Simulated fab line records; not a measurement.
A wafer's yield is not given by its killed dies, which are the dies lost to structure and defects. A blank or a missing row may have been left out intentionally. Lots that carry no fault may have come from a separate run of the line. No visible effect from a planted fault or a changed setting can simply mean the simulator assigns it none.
fab line records + flow n5Finfet
record:
- lots: 14
- wafers: 34
- lastDay: 17
route steps=1938 shown BEOL_M12@1641 BEOL_M13@1659 PASSIVATION@1936
lots untouched by any fault: they come from a run of this same line in which no faults occurred
startH: the number of hours between the record's first day and the start of the first shown wafer of the lot + waitH: how many hours have passed since the lot's step before this one + " same as the row above + L1.1+2: several wafers, shown together as one row + - no value present, or no start provided + * or withheld: withheld + < > ~ a bound
route shown NAME@n: a module of which the file shows steps, and the number in the route of the first + usual: mean and standard deviation over wafers with no fault + same: alike in all rows + chamber/n: place in a boat + sites: readings site by site + _std_site: standard deviation across them + _edge_site: mean of outer sites minus mean of inner sites + radiusMm: for every site, how far away it sits from the centre of the wafer + mask NAME#n: copy n + behind: tool/chamber where the wafer was last shaped + hold: why the lot was held/for how many hours/how that ended + device: transistor that didn't switch, given as n, p or np + end of line: tests run on the same wafers once the route is complete + a step with no rows: only its recipe + killed: not the wafer's yield, but the dies lost to structure and defects at the first sort + map: a wafer's dies, marking killed ones x, the rest . and places with no die _
set.NAME: setting as actually run; set.NAME@STEP: the setting as run at that earlier step + model.NAME: the simulator's own value behind a step, which no gauge read
a sample of lots followed through the steps of the route, with each step as a table and each wafer as a row
services: from which hour (startH, from the record's first day; less than 0 if before it) a tool's chamber was out of use, for how many hours, and why
== steps ==
step: N5_BEOL_M12_OCD_MEAS_35
usual:
- trenchDepthNm: 318/6
| lot.wafer | tool   | chamber | startH | waitH | trenchDepthNm |
|-----------|--------|---------|--------|-------|---------------|
| L279.4    | ocd-02 | -       | 221.13 | 0.0   | 323           |
| L279.6    | "      | -       | "      | "     | 320           |
| L278.1    | ocd-02 | -       | 229.73 | 0.0   | 320           |
| L278.4    | "      | -       | "      | "     | 307           |
| L281.4    | ocd-02 | -       | 242.58 | 0.0   | 308           |
| L281.5    | "      | -       | "      | "     | 323           |
| L281.6    | "      | -       | "      | "     | 318           |
| L280.2    | ocd-02 | -       | 244.17 | 0.0   | 323           |
| L280.5    | "      | -       | "      | "     | 324           |
| L288.2    | ocd-01 | -       | 294.82 | 0.0   | 309           |
| L288.3    | "      | -       | "      | "     | 314           |
| L288.6    | "      | -       | "      | "     | 318           |
| L290.2    | ocd-02 | -       | 310.09 | 0.0   | 303           |
| L290.4    | "      | -       | "      | "     | 315           |
| L290.6    | "      | -       | "      | "     | 321           |
| L291.3    | ocd-01 | -       | 310.85 | 0.0   | 324           |
| L291.6    | "      | -       | "      | "     | 317           |
| L293.3    | ocd-02 | -       | 327.61 | 0.0   | 320           |
| L293.4    | "      | -       | "      | "     | 322           |
| L293.6    | "      | -       | "      | "     | 321           |
| L294.4    | ocd-02 | -       | 333.37 | 0.0   | 307           |
| L294.5    | "      | -       | "      | "     | 325           |
| L297.3    | ocd-01 | -       | 336.43 | 0.0   | 307           |
| L297.4    | "      | -       | "      | "     | 312           |
| L296.1    | ocd-01 | -       | 338.78 | 0.0   | 327           |
| L296.4    | "      | -       | "      | "     | 319           |
| L296.6    | "      | -       | "      | "     | 327           |
| L298.2    | ocd-02 | -       | 340.84 | 0.0   | 320           |
| L298.3    | "      | -       | "      | "     | 319           |
| L298.5    | "      | -       | "      | "     | 318           |
| L300.5    | ocd-01 | -       | 367.72 | 0.0   | 326           |
| L300.6    | "      | -       | "      | "     | 330           |
| L301.2    | ocd-01 | -       | 380.11 | 0.0   | 319           |
| L301.5    | "      | -       | "      | "     | 327           |
step: N5_BEOL_M12_CMP_49
recipe:
- stopOn: SiOC
- tOverpolishS: 20.6
- downForcePsi: 1
- platenRpm: 50
- clearingPlatenDownForcePsi: 1.5
- clearingPlatenRpm: 50
- postCmpClean: cuAlkaline
- targetThkNm: 320
- clearingPlatenPadVelocityMS: 0.99484
- padVelocityMS: 0.99484
usual:
- barrierFieldEndpointS: 31.0/1
- clearingPlatenRpm: 49.997/0.025
- motorCurrentA: 6.3/0.61
- overpolishRunS: 20.601/0.0086
| lot.wafer | tool   | chamber | startH | waitH | barrierFieldEndpointS | clearingPlatenRpm | motorCurrentA | overpolishRunS |
|-----------|--------|---------|--------|-------|-----------------------|-------------------|---------------|----------------|
| L279.4    | cmp-01 | 1       | 225.11 | 0.2   | 31.5                  | 49.990            | 7.6           | 20.615         |
| L279.6    | "      | 3       | "      | "     | 31.0                  | 49.987            | 6.8           | 20.587         |
| L278.1    | cmp-01 | 0       | 231.05 | 0.3   | 28.5                  | 49.987            | 6.1           | 20.602         |
| L278.4    | "      | 1       | "      | "     | 30.5                  | 50.008            | 7.5           | 20.605         |
| L281.4    | cmp-04 | 2       | 243.94 | 0.2   | 32.0                  | 49.983            | 6.0           | 20.583         |
| L281.6    | "      | 3       | "      | "     | 32.1                  | 49.971            | 5.7           | 20.599         |
| L281.5    | "      | 0       | "      | "     | 31.2                  | 50.011            | 6.1           | 20.604         |
| L280.2    | cmp-01 | 2       | 247.03 | 0.2   | 29.7                  | 50.009            | 5.5           | 20.607         |
| L280.5    | "      | 2       | "      | "     | 30.3                  | 49.999            | 5.0           | 20.604         |
| L288.2    | cmp-03 | 1       | 296.61 | 0.2   | 32.6                  | 50.013            | 5.4           | 20.600         |
| L288.3    | "      | 2       | "      | "     | 30.5                  | 49.980            | 5.7           | 20.610         |
| L288.6    | "      | 0       | "      | "     | 29.8                  | 50.003            | 7.5           | 20.600         |
| L290.4    | cmp-01 | 1       | 312.77 | 0.2   | 31.4                  | 50.017            | 6.9           | 20.597         |
| L290.2    | "      | 2       | "      | "     | 31.4                  | 49.998            | 5.4           | 20.600         |
| L290.6    | "      | 3       | "      | "     | 31.6                  | 49.972            | 6.8           | 20.611         |
| L291.3    | cmp-03 | 0       | 313.08 | 0.3   | 30.1                  | 50.022            | 7.7           | 20.604         |
| L291.6    | "      | 2       | "      | "     | 31.1                  | 49.944            | 6.2           | 20.596         |
| L293.3    | cmp-04 | 3       | 333.27 | 0.2   | 30.6                  | 50.023            | 6.2           | 20.598         |
| L293.4    | "      | 0       | "      | "     | 31.7                  | 50.012            | 6.3           | 20.598         |
| L293.6    | "      | 1       | "      | "     | 31.5                  | 49.962            | 6.8           | 20.603         |
| L294.4    | cmp-03 | 0       | 335.92 | 0.1   | 30.8                  | 50.012            | 7.8           | 20.603         |
| L294.5    | "      | 1       | "      | "     | 32.8                  | 49.996            | 5.4           | 20.600         |
| L297.3    | cmp-04 | 2       | 338.71 | 0.2   | 31.4                  | 49.973            | 6.1           | 20.598         |
| L297.4    | "      | 3       | "      | "     | 31.6                  | 50.013            | 5.9           | 20.618         |
| L298.3    | cmp-03 | 2       | 344.16 | 0.2   | 30.4                  | 50.010            | 5.9           | 20.598         |
| L298.2    | "      | 3       | "      | "     | 30.4                  | 49.966            | 5.5           | 20.611         |
| L298.5    | "      | 1       | "      | "     | 33.3                  | 49.970            | 5.3           | 20.610         |
| L296.1    | cmp-04 | 1       | 345.04 | 0.3   | 32.5                  | 49.979            | 6.6           | 20.600         |
| L296.4    | "      | 2       | "      | "     | 31.8                  | 50.015            | 5.9           | 20.583         |
| L296.6    | "      | 1       | "      | "     | 32.2                  | 50.028            | 6.8           | 20.593         |
| L300.6    | cmp-04 | 2       | 370.08 | 0.4   | 31.8                  | 50.036            | 6.3           | 20.594         |
| L300.5    | "      | 3       | "      | "     | 31.9                  | 49.999            | 5.9           | 20.599         |
| L301.2    | cmp-01 | 1       | 381.44 | 0.2   | 30.6                  | 49.954            | 7.4           | 20.610         |
| L301.5    | "      | 2       | "      | "     | 30.2                  | 49.979            | 5.2           | 20.603         |
step: N5_BEOL_M12_THK_MEAS_50
recipe:
- thkMeasGauge: xrf
- reads: Cu_of_BEOL_M12_ECD_47
usual:
- M12_THK: 329/6.4
| lot.wafer | tool         | chamber | startH | waitH | M12_THK[nm] |
|-----------|--------------|---------|--------|-------|-------------|
| L279.4    | filmMetro-02 | -       | 225.33 | -     | 334         |
| L279.6    | "            | -       | "      | "     | 332         |
| L278.1    | filmMetro-01 | -       | 231.31 | -     | 332         |
| L278.4    | "            | -       | "      | "     | 320         |
| L281.4    | filmMetro-02 | -       | 244.12 | -     | 321         |
| L281.5    | "            | -       | "      | "     | 339         |
| L281.6    | "            | -       | "      | "     | 336         |
| L280.2    | filmMetro-02 | -       | 247.29 | -     | 333         |
| L280.5    | "            | -       | "      | "     | 336         |
| L288.2    | filmMetro-02 | -       | 296.87 | -     | 321         |
| L288.3    | "            | -       | "      | "     | 325         |
| L288.6    | "            | -       | "      | "     | 331         |
| L290.2    | filmMetro-01 | -       | 312.99 | -     | 313         |
| L290.4    | "            | -       | "      | "     | 326         |
| L290.6    | "            | -       | "      | "     | 333         |
| L291.3    | filmMetro-01 | -       | 313.26 | -     | 337         |
| L291.6    | "            | -       | "      | "     | 331         |
| L293.3    | filmMetro-01 | -       | 333.49 | -     | 329         |
| L293.4    | "            | -       | "      | "     | 333         |
| L293.6    | "            | -       | "      | "     | 329         |
| L294.4    | filmMetro-02 | -       | 336.21 | -     | 319         |
| L294.5    | "            | -       | "      | "     | 340         |
| L297.3    | filmMetro-01 | -       | 338.97 | -     | 315         |
| L297.4    | "            | -       | "      | "     | 322         |
| L298.2    | filmMetro-01 | -       | 344.42 | -     | 326         |
| L298.3    | "            | -       | "      | "     | 329         |
| L298.5    | "            | -       | "      | "     | 328         |
| L296.1    | filmMetro-02 | -       | 345.30 | -     | 342         |
| L296.4    | "            | -       | "      | "     | 332         |
| L296.6    | "            | -       | "      | "     | 337         |
| L300.5    | filmMetro-01 | -       | 370.23 | -     | 338         |
| L300.6    | "            | -       | "      | "     | 342         |
| L301.2    | filmMetro-01 | -       | 381.73 | -     | 328         |
| L301.5    | "            | -       | "      | "     | 339         |
step: N5_BEOL_M13_ILD_DEP_00
recipe:
- material: SiOC
- targetThkA: 8379.2
- tempC: 350
- precursor: DEMS/O2
- pressureTorr: 5
- rfW: 500
- timeS: 166.4
usual:
- heaterPowerW: 486/94
- showerheadPlenumPTorr: 5.694/0.013
- susceptorTempC: 350.03/0.2
- throttleValvePct: 12.1/0.6
| lot.wafer | tool     | chamber | startH | waitH | heaterPowerW | showerheadPlenumPTorr | susceptorTempC | throttleValvePct |
|-----------|----------|---------|--------|-------|--------------|-----------------------|----------------|------------------|
| L279.4    | pecvd-03 | 2       | 225.60 | 0.1   | 422          | 5.682                 | 350.43         | 11.0             |
| L279.6    | "        | 1       | "      | "     | 383          | 5.671                 | 350.20         | 12.2             |
| L278.1    | pecvd-03 | 0       | 231.49 | 0.0   | 427          | 5.697                 | 350.23         | 11.8             |
| L278.4    | "        | 1       | "      | "     | 373          | 5.697                 | 349.89         | 12.3             |
| L281.4    | pecvd-04 | 2       | 244.38 | 0.1   | 425          | 5.725                 | 350.02         | 11.4             |
| L281.5    | "        | 1       | "      | "     | 526          | 5.685                 | 350.13         | 12.3             |
| L281.6    | "        | 0       | "      | "     | 546          | 5.694                 | 349.73         | 12.9             |
| L280.2    | pecvd-02 | 2       | 247.48 | 0.0   | 539          | 5.670                 | 350.24         | 11.9             |
| L280.5    | "        | 0       | "      | "     | 565          | 5.689                 | 350.30         | 12.8             |
| L288.2    | pecvd-02 | 0       | 297.06 | 0.0   | 667          | 5.710                 | 361.82         | 12.9             |
| L288.3    | "        | 1       | "      | "     | 497          | 5.700                 | 362.44         | 12.7             |
| L288.6    | "        | 0       | "      | "     | 714          | 5.693                 | 362.09         | 12.7             |
| L290.2    | pecvd-02 | 0       | 313.18 | 0.0   | 712          | 5.710                 | 362.11         | 12.8             |
| L290.4    | "        | 0       | "      | "     | 751          | 5.699                 | 362.15         | 12.7             |
| L290.6    | "        | 1       | "      | "     | 484          | 5.692                 | 362.12         | 12.5             |
| L291.3    | pecvd-03 | 0       | 313.45 | 0.0   | 363          | 5.711                 | 350.09         | 11.6             |
| L291.6    | "        | 2       | "      | "     | 394          | 5.678                 | 350.05         | 11.3             |
| L293.3    | pecvd-04 | 0       | 333.68 | 0.0   | 549          | 5.684                 | 349.85         | 12.8             |
| L293.4    | "        | 0       | "      | "     | 455          | 5.671                 | 349.90         | 12.9             |
| L293.6    | "        | 1       | "      | "     | 482          | 5.704                 | 350.06         | 12.2             |
| L294.4    | pecvd-03 | 0       | 336.46 | 0.1   | 348          | 5.697                 | 350.11         | 12.0             |
| L294.5    | "        | 1       | "      | "     | 416          | 5.688                 | 350.18         | 12.3             |
| L297.3    | pecvd-03 | 2       | 339.17 | 0.0   | 353          | 5.679                 | 349.81         | 11.3             |
| L297.4    | "        | 0       | "      | "     | 365          | 5.679                 | 350.20         | 11.5             |
| L298.2    | pecvd-04 | 2       | 344.61 | 0.0   | 528          | 5.704                 | 350.16         | 11.4             |
| L298.3    | "        | 0       | "      | "     | 562          | 5.691                 | 349.88         | 13.1             |
| L298.5    | "        | 0       | "      | "     | 453          | 5.704                 | 349.90         | 12.9             |
| L296.1    | pecvd-03 | 1       | 345.49 | 0.0   | 399          | 5.686                 | 349.57         | 12.2             |
| L296.4    | "        | 0       | "      | "     | 431          | 5.689                 | 349.99         | 11.6             |
| L296.6    | "        | 2       | "      | "     | 346          | 5.677                 | 349.96         | 11.1             |
| L300.5    | pecvd-04 | 2       | 370.47 | 0.1   | 445          | 5.720                 | 349.72         | 11.6             |
| L300.6    | "        | 1       | "      | "     | 480          | 5.704                 | 350.01         | 12.0             |
| L301.2    | pecvd-04 | 2       | 381.92 | 0.0   | 489          | 5.707                 | 349.85         | 11.6             |
| L301.5    | "        | 1       | "      | "     | 530          | 5.686                 | 349.84         | 12.2             |
step: N5_PASSIVATION_PROBE_49
usual:
- defectLimitedYield: 91.3/1.5
- killed_at_M0_to_M3: 33/12
- killed_at_M4_up: 15/5.2
- killedAtContacts: 12/5.1
- killedAtFrontEnd: 39/11
- killedAtOther: 5/3.6
- killedDies: 103/18
- killedOpen: 67/13
- killedShort: 33/7.8
- sort_bin_5_function: 5.1/0.96
- sort_bin_6_memory: 3.2/0.71
- sort_bin_8_speed: 0.01/0.063
- sortNPass: 1077/18
same:
- grossDies: 1180
- killedAtBackSide: 0
- sort_bin_4_leakage[%]: 0
| lot.wafer | tool      | chamber | startH | waitH | defectLimitedYield[%] | killed_at_M0_to_M3 | killed_at_M4_up | killedAtContacts | killedAtFrontEnd | killedAtOther | killedDies | killedOpen | killedShort | sort_bin_5_function[%] | sort_bin_6_memory[%] | sort_bin_8_speed[%] | sortNPass |
|-----------|-----------|---------|--------|-------|-----------------------|--------------------|-----------------|------------------|------------------|---------------|------------|------------|-------------|------------------------|----------------------|---------------------|-----------|
| L288.2    | prober-02 | -       | 327.95 | 0.1   | 89.3                  | 61                 | 8               | 13               | 43               | 1             | 126        | 76         | 35          | 5.7                    | 3.5                  | 0                   | 1054      |
| L290.6    | prober-01 | -       | 348.83 | 0.3   | 93.1                  | 21                 | 13              | 6                | 35               | 6             | 81         | 41         | 28          | 2.9                    | 2.5                  | 0                   | 1099      |
killed by level:class
L288.2 BEOL_M0_SAQP:geometricParticle:open=14 HKMG_FIN:areaEtch=14 BEOL_M0_SAQP:geometricParticle:short=12 BEOL_M3:geometricParticle:open=10 MOL_CONTACT_COAG:geometricParticle:open=9 BEOL_M1:geometricParticle:open=7 FIN_SAQP:geometricParticle:open=6 STI_FIN_REVEAL:geometricParticle:open=6
L290.6 HKMG_FIN:areaEtch=12 BEOL_M4:geometricParticle:open=7 BEOL_M0_SAQP:geometricParticle:short=6 BEOL_M2:geometricParticle:open=5 FIN_SAQP:geometricParticle:open=4 MOL_CONTACT_COAG:geometricParticle:open=4 BEOL_M0_SAQP:geometricParticle:open=4 STARTING-WAFER:geometricParticle:open=4
== services ==
| tool     | chamber | startH | hours | kind                          |
|----------|---------|--------|-------|-------------------------------|
| cmp-03   | -       | 202.26 | 2.2   | repair                        |
| pecvd-04 | 2       | 202.38 | -     | clean                         |
| pecvd-04 | 2       | 202.38 | -     | consumableReplace:showerhead  |
| pecvd-04 | 2       | 202.38 | 29.0  | scheduledDown                 |
| pecvd-04 | 2       | 202.38 | 29.0  | ventCycle                     |
| cmp-03   | -       | 220.39 | 0.8   | repair                        |
| cmp-01   | -       | 248.37 | 4.8   | pm                            |
| pecvd-03 | -       | 250.52 | 2.8   | pm                            |
| pecvd-04 | 1       | 255.50 | 5.5   | scheduledDown                 |
| pecvd-04 | 0       | 260.96 | 16.5  | scheduledDown                 |
| cmp-01   | -       | 277.89 | 4.0   | pm                            |
| cmp-04   | -       | 278.83 | 0.6   | repair                        |
| cmp-01   | -       | 281.89 | -     | consumableReplace:conditioner |
| cmp-01   | -       | 281.89 | -     | consumableReplace:pad         |
| cmp-04   | -       | 288.10 | 4.0   | pm                            |
| cmp-04   | -       | 292.10 | -     | consumableReplace:conditioner |
| cmp-04   | -       | 292.10 | -     | consumableReplace:pad         |
| cmp-03   | -       | 297.69 | 2.2   | repair                        |
| pecvd-04 | -       | 299.98 | 0.4   | repair                        |
| cmp-01   | -       | 355.90 | 3.3   | repair                        |
| pecvd-02 | 1       | 356.37 | 5.5   | scheduledDown                 |
| cmp-04   | -       | 370.18 | 0.7   | repair                        |
| cmp-01   | -       | 372.75 | 1.6   | repair                        |
== key ==
firstSign:
- step: N5_BEOL_M13_ILD_DEP_00
- reading: susceptorTempC
- direction: up
- sigmas: 59
- usual: *
- struck: *
effect none on later readings
metAt N5_BEOL_M13_ILD_DEP_00
struckLots L288,L290
baselineLoss:
- step: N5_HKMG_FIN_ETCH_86
- wafers: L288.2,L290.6
notActingAt N5_BEOL_M12_OCD_MEAS_35,N5_BEOL_M12_CMP_49,N5_BEOL_M12_THK_MEAS_50
onsetBetween 247.48 297.06
fault:
- kind: processParameterDrift
- tool: pecvd-02
- chamber: -
- onsetH: 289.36
- steps: N5_BEOL_M13_ILD_DEP_00
- channel: tempC
- offset: *
- shape: step
- endH: 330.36
- actsIn: *
- stated: *
baselineLoss: these wafers lose ten dies or more at that step, a loss of the line's own and not of a fault; the sort's usual values leave them out
